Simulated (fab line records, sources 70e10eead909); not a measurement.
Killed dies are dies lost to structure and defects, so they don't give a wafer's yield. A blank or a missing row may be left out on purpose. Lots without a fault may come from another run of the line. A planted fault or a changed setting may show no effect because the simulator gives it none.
Problem report in the 8D (eight disciplines) form, filled by code | flow nand_harc | the parts of the form that need people (team, actions taken, sign-off) are left out

1. THE PROBLEM
thk_nm at NHARC_A_ONON_D2_THK_MEAS_30 reads a mean of 1095 nm on 6 wafers of 2 lots; wafers without a fault read 1005 nm with a standard deviation of 9.3. That is +9.7 standard deviations from the usual mean.
The step: measures by ellipsometry.
First seen on wafer L923.2, day 14 21:24, on film_metro-02. The record holds 36 wafers of 12 lots with a number at this step. Rule for "out", or "out of limits": more than 4 standard deviations from the usual mean. The other wafers with a number count as sound.

2. WHAT IT IS AND WHAT IT IS NOT
question                    | is                           | is not
which readings at this step | thk_nm                       | -
which lots                  | L923, L925                   | L919, L921, L924, L932, L934, L935, L936, L937, L938, L941
which wafers of those lots  | all that have a number       | -
read on which gauges        | film_metro-01, film_metro-02 | -
when                        | from day 14 21:24            | up to then (6 sound wafers); but 24 sound wafers of L924, L932, L934, L935, L936, L937, L938, L941 came after

3. SUSPECTS, AND WHAT RULES EACH OUT
Counting: a tool at a process step up to the reading stays a suspect if it ran every lot that is out and no sound lot after the first of them.
- the gauge at NHARC_A_ONON_D2_THK_MEAS_30: ruled out. The wafers that are out were read on 2 gauges (film_metro-01, film_metro-02).
- pecvd_onon-03 at NHARC_A_ONON_D2_DEP_28 (target thk 1000 nm): ruled out as a lasting fault. Sound lots L932, L936, L938, L941 ran on it after its first lot that is out, L923 (day 14 20:57).
Left after counting: nothing in the record.

4. THE CAUSE (what the simulator had put in)
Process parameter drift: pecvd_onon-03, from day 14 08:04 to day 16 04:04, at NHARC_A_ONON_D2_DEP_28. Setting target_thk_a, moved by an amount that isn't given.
Counting ruled it out, wrongly: the rule takes a fault to strike every lot that its tool runs from its start on, and this one did not.

5. THE CHAIN OF EFFECTS, in route order
Each row: a reading whose mean over the struck wafers that have a number lies more than 3 standard deviations from the usual. Only readings for which the record gives a usual standard deviation are gone through. hours: the time from each lot's start at the first step in this table that gives one to its start at this step, as a median over the lots. sigmas: the change in usual standard deviations.
hours | step                        | reading         | usual   | on struck wafers | change | sigmas
0     | NHARC_A_ONON_D2_THK_MEAS_30 | thk_nm          | 1005 nm | 1095             | +90    | +9.7
281   | NHARC_END_SORT_01           | killed_at_array | 57      | 670              | +614   | +34
281   | NHARC_END_SORT_01           | killed_dies     | 62      | 677              | +615   | +34

6. WHAT WOULD HAVE CAUGHT IT SOONER
In this record the first reading out of limits at a measuring or inspecting step was taken at day 14 21:24, 13 hours after the fault began at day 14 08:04.
